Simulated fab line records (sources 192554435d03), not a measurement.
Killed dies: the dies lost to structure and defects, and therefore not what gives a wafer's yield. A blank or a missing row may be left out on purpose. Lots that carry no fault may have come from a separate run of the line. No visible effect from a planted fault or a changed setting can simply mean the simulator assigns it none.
Matching of chambers :: flow n5 finfet :: N5_BEOL_M0_SAQP_ETCH_73 on rie diel-02 has 4 sister chambers
The step etches SiARC in CF4, target depth 19.5 nm, time 32.5 s. 4 wafers are shown with their chamber, then 7 later ones without.

## WAFERS PAIRED WITH THEIR CHAMBERS
wafer: L080.5
chamber: 1
showerhead plenum p Torr (Torr): 2.21

wafer: L083.5
chamber: 2
showerhead plenum p Torr (Torr): 2.05

wafer: L086.1
chamber: 3
showerhead plenum p Torr (Torr): 2.13

wafer: L086.2
chamber: 0
showerhead plenum p Torr (Torr): 2.19

## WAFERS MISSING THEIR CHAMBER
wafer: L086.6
showerhead plenum p Torr (Torr): 2.19

wafer: L087.1
showerhead plenum p Torr (Torr): 2.13

wafer: L087.5
showerhead plenum p Torr (Torr): 2.04

wafer: L087.6
showerhead plenum p Torr (Torr): 2.20

wafer: L095.1
showerhead plenum p Torr (Torr): 2.19

wafer: L095.5
showerhead plenum p Torr (Torr): 2.19

wafer: L095.6
showerhead plenum p Torr (Torr): 2.20

## WHICH CHAMBER EACH ONE RAN IN
wafer: L086.6
from the rows above: 0
in truth: 0

wafer: L087.1
from the rows above: 3
in truth: 3

wafer: L087.5
from the rows above: 2
in truth: 2

wafer: L087.6
from the rows above: can't be placed: 1 or 0
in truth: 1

wafer: L095.1
from the rows above: 0
in truth: 0

wafer: L095.5
from the rows above: 0
in truth: 0

wafer: L095.6
from the rows above: can't be placed: 1 or 0
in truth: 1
Correct placement for 5 of the 7. Cannot be placed on the basis of these rows: 2; the candidates contain the true chamber in 2. Wrongly placed: 0.
How it was worked out, from the rows above alone: a wafer's distance from a chamber is the root of the sum, over the readings, of the square of ((its reading less the chamber's mean) divided by the reading's scatter). The wafer belongs to the nearest chamber; if the next one is less than 2 further off, it can't be placed. The mean given for a chamber averages the wafers shown for that chamber. The scatter: with one shown wafer a chamber, the root of the mean of the squares of how far each hidden wafer lies from its nearest shown one.
